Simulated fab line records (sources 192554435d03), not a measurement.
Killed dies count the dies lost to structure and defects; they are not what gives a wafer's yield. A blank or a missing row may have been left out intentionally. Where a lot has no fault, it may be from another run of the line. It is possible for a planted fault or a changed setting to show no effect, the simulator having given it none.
Split-lot trial | flow n5 finfet | 21 wafers read from 7 lots, route of 1938 steps

SPLIT DETAILS
At N5_BEOL_M0_SAQP_COAT_08 (resist thk 90 nm), the setting spin rpm was moved away from the recipe's 1500 rpm on 9 of the 21 wafers read, by +4.7% to +9.8%. For the rest of the wafers, this setting stayed at what the recipe calls for.

FROM THE SPLIT TO THE READING: what the file shows between them, 6 steps
- N5_BEOL_M0_SAQP_EBR_10
- N5_BEOL_M0_SAQP_SOFTBAKE_09: time 60 s
- N5_BEOL_M0_SAQP_EXPOSE_11: exposes mask M0 CORE, target cd 42 nm
- N5_BEOL_M0_SAQP_PEB_12: peb time 60 s
- N5_BEOL_M0_SAQP_DEVELOP_13: develop time 30 s
- N5_BEOL_M0_SAQP_DESCUM_19: chemistry O2, time 7.9 s

THE READING
CAR-ArF_of_BEOL_M0_SAQP_COAT_08.thk nm (the simulator's own value, which no gauge read), in nm, at N5_BEOL_M0_SAQP_ETCH_83 (etches SiARC in CF4, target depth 39 nm, time 65 s). The file does not state a usual value for it. Across the 12 wafers here that went through the recipe, the average is 55.7 nm and the standard deviation 0.12 nm.

wafer  | tool, chamber at the split | spin rpm as run, rpm | against the recipe | CAR-ArF_of_BEOL_M0_SAQP_COAT_08.thk nm, nm | against lot-mates on the recipe
L083.1 | litho track-01, 0          | 1570                 | +4.7%              | 54                                         | -1.8
L083.2 | litho track-01, 0          | 1570                 | +4.7%              | 53.6                                       | -2.2
L083.6 | litho track-01, 0          | 1500                 | recipe             | 55.8                                       | -
L084.1 | litho track-01, 0          | 1500                 | recipe             | 55.6                                       | -
L084.5 | litho track-01, 0          | 1500                 | recipe             | 55.8                                       | -
L084.6 | litho track-01, 0          | 1500                 | recipe             | 55.8                                       | -
L085.1 | litho track-01, 0          | 1600                 | +6.7%              | 52.4                                       | -3.6
L085.2 | litho track-01, 0          | 1600                 | +6.7%              | 52.6                                       | -3.4
L085.4 | litho track-01, 0          | 1500                 | recipe             | 56                                         | -
L089.3 | litho track-04, 0          | 1500                 | recipe             | 55.8                                       | -
L089.6 | litho track-04, 0          | 1500                 | recipe             | 55.8                                       | -
L089.4 | litho track-04, 0          | 1500                 | recipe             | 55.6                                       | -
L090.2 | litho track-04, 0          | 1500                 | recipe             | 55.8                                       | -
L090.4 | litho track-04, 0          | 1500                 | recipe             | 55.6                                       | -
L090.5 | litho track-04, 0          | 1500                 | recipe             | 55.6                                       | -
L092.1 | litho track-05, 0          | 1647                 | +9.8%              | 51.8                                       | no lot-mate on the recipe
L092.3 | litho track-05, 0          | 1647                 | +9.8%              | 51.6                                       | no lot-mate on the recipe
L092.5 | litho track-05, 0          | 1647                 | +9.8%              | 51.6                                       | no lot-mate on the recipe
L095.2 | litho track-05, 0          | 1614                 | +7.6%              | 52                                         | -3.6
L095.5 | litho track-05, 0          | 1614                 | +7.6%              | 52.2                                       | -3.4
L095.6 | litho track-05, 0          | 1500                 | recipe             | 55.6                                       | -

THE FIT
A straight line over all 21 wafers: CAR-ArF_of_BEOL_M0_SAQP_COAT_08.thk nm changes by -0.438 nm for each +1% of spin rpm; r = -0.99; the points scatter about the line by 0.22 nm.
The same after taking each lot's own level away (the mean of its wafers on the recipe; 18 wafers): -0.479 nm for each +1%; r = -0.99; scatter 0.18 nm.
According to that fit, moving spin rpm by its largest amount changes the reading by 4.7 nm.
Across the lots, their own levels run from 55.60 to 56.00 nm, a range of 3.2 times the standard deviation given above.
So the lot-to-lot level changes the slope little: the two slopes agree.
Check: -3.64 nm against its lot-mates is what the line predicts for one of the wafers moved furthest among these (+7.6%) when that wafer is left out of the fit. It came out at -3.6 nm against them.

THE OTHER SPLITS THESE WAFERS WENT THROUGH
Note: prior to the reading, these wafers also went through further splits. Each is held against what the fit with the lots' levels taken away leaves over:
other split on the same wafers          | wafers away from the commonest value | r with CAR-ArF_of_BEOL_M0_SAQP_COAT_08.thk nm (lot level and that fit taken away)
N5_HKMG_FIN_COAT_41 spin rpm            | 8                                    | -0.15
N5_GATE_CUT_CUT_ETCH_54 icp w           | 8                                    | -0.33
N5_GATE_CUT_ALD_22 ald cycles           | 7                                    | +0.08
N5_MOL_CONTACT_COAG_SPUTTER_130 power w | 7                                    | +0.04
N5_BEOL_M0_SAQP_ILD_DEP_01 time s       | 4                                    | +0.71

THE WHOLE CHAIN: every reading that the file lists as answering this split, in the file's order
step                       | what it does                                       | reading                                                                                 | change (the file's fit)               | r (the file's)
N5_BEOL_M0_SAQP_COAT_08    | resist thk 90 nm                                   | CAR-ArF_of_BEOL_M0_SAQP_COAT_08.thk nm (the simulator's own value, which no gauge read) | -0.464 nm for each +1% of the setting | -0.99
N5_BEOL_M0_SAQP_DEVELOP_13 | develop time 30 s                                  | CAR-ArF_of_BEOL_M0_SAQP_COAT_08.thk nm (the simulator's own value, which no gauge read) | -0.465 nm for each +1% of the setting | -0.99
N5_BEOL_M0_SAQP_ETCH_83    | etches SiARC in CF4, target depth 39 nm, time 65 s | CAR-ArF_of_BEOL_M0_SAQP_COAT_08.thk nm (the simulator's own value, which no gauge read) | -0.478 nm for each +1% of the setting | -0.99

FILE'S OWN FIT
CAR-ArF_of_BEOL_M0_SAQP_COAT_08.thk nm changes by -0.478 nm for each +1% of spin rpm, r = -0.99.
